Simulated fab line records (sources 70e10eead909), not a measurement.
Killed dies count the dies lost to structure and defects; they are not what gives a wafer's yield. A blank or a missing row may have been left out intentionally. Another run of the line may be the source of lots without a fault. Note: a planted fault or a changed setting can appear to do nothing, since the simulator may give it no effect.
Code-filled problem report in 8D (eight disciplines) form ; flow nand_harc ; the parts of the form that need people (team, actions taken, sign-off) are left out

1. PROBLEM STATEMENT
Wafers without a fault read 0.28 %, standard deviation 0.21; sort_bin_3_pct at NHARC_END_SORT_01 reads a mean of 2.35 % on 9 wafers belonging to 3 lots. Relative to the usual mean, that is a shift of +9.8 standard deviations.
Seen first at day 23 08:32 on prober-01, wafer L661.1. The record holds 18 wafers of 6 lots with a number at this step. The rule behind "out" and "out of limits": a value lying over 4 standard deviations away from the usual mean. All remaining wafers that have a number are taken as sound.

2. WHAT THIS IS AND IS NOT
question;is;is not
which readings at this step;sort_bin_3_pct, defect_limited_yield, killed_at_array, killed_dies, sort_bin_2_pct, sort_n_pass, sort_yield_pct;killed_at_other, killed_at_periphery, killed_open, killed_short, sort_bin_6_pct
which lots;L661, L662, L667;L657, L660, L669
which wafers of those lots;all that have a number;-
read on which gauges;prober-01, prober-02;-
when;from day 23 08:32;"up to then (6 sound wafers); but 3 sound wafers of L669 came after"

3. WHAT RULES OUT EACH SUSPECT
Counting: a tool at a process step up to the reading stays a suspect if it ran every lot that is out and no sound lot after the first of them.
- the gauge at NHARC_END_SORT_01 has been ruled out. Those wafers that are out were read across 2 gauges (prober-01, prober-02).
- rie_diel-06 at NHARC_A_BONDPAD_ETCH_24 (etches the open film in CF4/N2, target depth 30 nm, time 72.99 s): kept. Every lot that is out went through it, starting with L661 (day 21 23:47), and after that it ran no sound lot; the last sound lot it ran before then is L660 (day 21 05:06).
After counting, what remains is rie_diel-06 at NHARC_A_BONDPAD_ETCH_24.

4. THE CAUSE (what the simulator had put in)
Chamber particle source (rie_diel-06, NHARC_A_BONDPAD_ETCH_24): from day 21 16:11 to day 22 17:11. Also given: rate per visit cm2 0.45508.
Counting left only this tool.

5. THE CHAIN OF EFFECTS, in route order
Rows list readings where the struck wafers' mean (over those with a number) sits beyond 3 standard deviations from the usual. Only readings for which the record gives a usual standard deviation are gone through. hours: the time from each lot's start at the first step in this table that gives one to its start at this step, as a median over the lots. sigmas: the change in usual standard deviations.
hours;step;reading;usual;on struck wafers;change;sigmas
0;NHARC_END_SORT_01;defect_limited_yield;95.0 %;85.8;-9.2;-5.7
0;NHARC_END_SORT_01;killed_at_array;30;92;+62;+6.2
0;NHARC_END_SORT_01;killed_dies;34;96;+62;+5.6
0;NHARC_END_SORT_01;sort_bin_2_pct;1.5 %;6.2;+4.7;+6.9
0;NHARC_END_SORT_01;sort_bin_3_pct;0.28 %;2.35;+2.07;+9.8
0;NHARC_END_SORT_01;sort_n_pass;643;581;-62;-5.6
0;NHARC_END_SORT_01;sort_yield_pct;95.0 %;85.8;-9.2;-5.7

6. HOW IT WOULD HAVE BEEN CAUGHT EARLIER
In this record the first reading out of limits at a measuring or inspecting step was taken at day 23 08:32, 40 hours after the fault began at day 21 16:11.
An alarm limit of 4 standard deviations would not have fired on the tool readings at NHARC_A_BONDPAD_ETCH_24 for which the record gives a usual standard deviation, since none of them was out on any struck wafer.
All the lots that are out (3) had begun NHARC_A_BONDPAD_ETCH_24 on rie_diel-06 by day 23 08:32. A hold on the tool at that time would have spared none of them.
